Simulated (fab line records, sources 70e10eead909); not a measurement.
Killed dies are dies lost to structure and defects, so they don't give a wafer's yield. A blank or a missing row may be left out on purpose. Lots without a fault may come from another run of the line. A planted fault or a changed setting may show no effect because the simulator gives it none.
Chamber matching | flow nand_harc | NHARC_P_M1_PRE_CLEAN_32 on pecvd-02: 3 sister chambers
The step time 12 s. 6 wafers are shown with their chamber, then 12 later ones without.

WAFERS WITH THEIR CHAMBER
wafer  | chamber | heater_power_w (W)
L083.4 | 2       | 623
L087.3 | 2       | 613
L091.4 | 1       | 495
L090.1 | 0       | 578
L090.5 | 0       | 603
L090.6 | 1       | 606

WAFERS WITHOUT THEIR CHAMBER
wafer  | heater_power_w (W)
L093.1 | 607
L093.2 | 588
L093.4 | 601
L092.2 | 537
L092.3 | 616
L092.5 | 539
L095.3 | 563
L095.5 | 524
L095.6 | 588
L097.3 | 497
L097.5 | 547
L097.6 | 491

WHICH CHAMBER EACH WENT THROUGH
wafer  | from the rows above          | in truth
L093.1 | can't be placed: 2 or 0 or 1 | 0
L093.2 | can't be placed: 0 or 2 or 1 | 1
L093.4 | can't be placed: 0 or 2 or 1 | 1
L092.2 | can't be placed: 1 or 0 or 2 | 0
L092.3 | can't be placed: 2 or 0 or 1 | 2
L092.5 | can't be placed: 1 or 0 or 2 | 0
L095.3 | can't be placed: 1 or 0 or 2 | 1
L095.5 | can't be placed: 1 or 0 or 2 | 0
L095.6 | can't be placed: 0 or 2 or 1 | 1
L097.3 | can't be placed: 1 or 0 or 2 | 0
L097.5 | can't be placed: 1 or 0 or 2 | 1
L097.6 | can't be placed: 1 or 0 or 2 | 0
Placed correctly: 0 of 12. Can't be placed from these rows: 12 (the true chamber is among the candidates in 12). Placed wrongly: 0.
How it was worked out, from the rows above alone: a wafer's distance from a chamber is the root of the sum, over the readings, of the square of ((its reading less the chamber's mean) divided by the reading's scatter). The wafer belongs to the nearest chamber; if the next one is less than 2 further off, it can't be placed. A chamber's mean is the mean of its shown wafers. The scatter: the root of (the sum of the squares of (reading less its chamber's mean) over the shown wafers, divided by (wafers less chambers)).
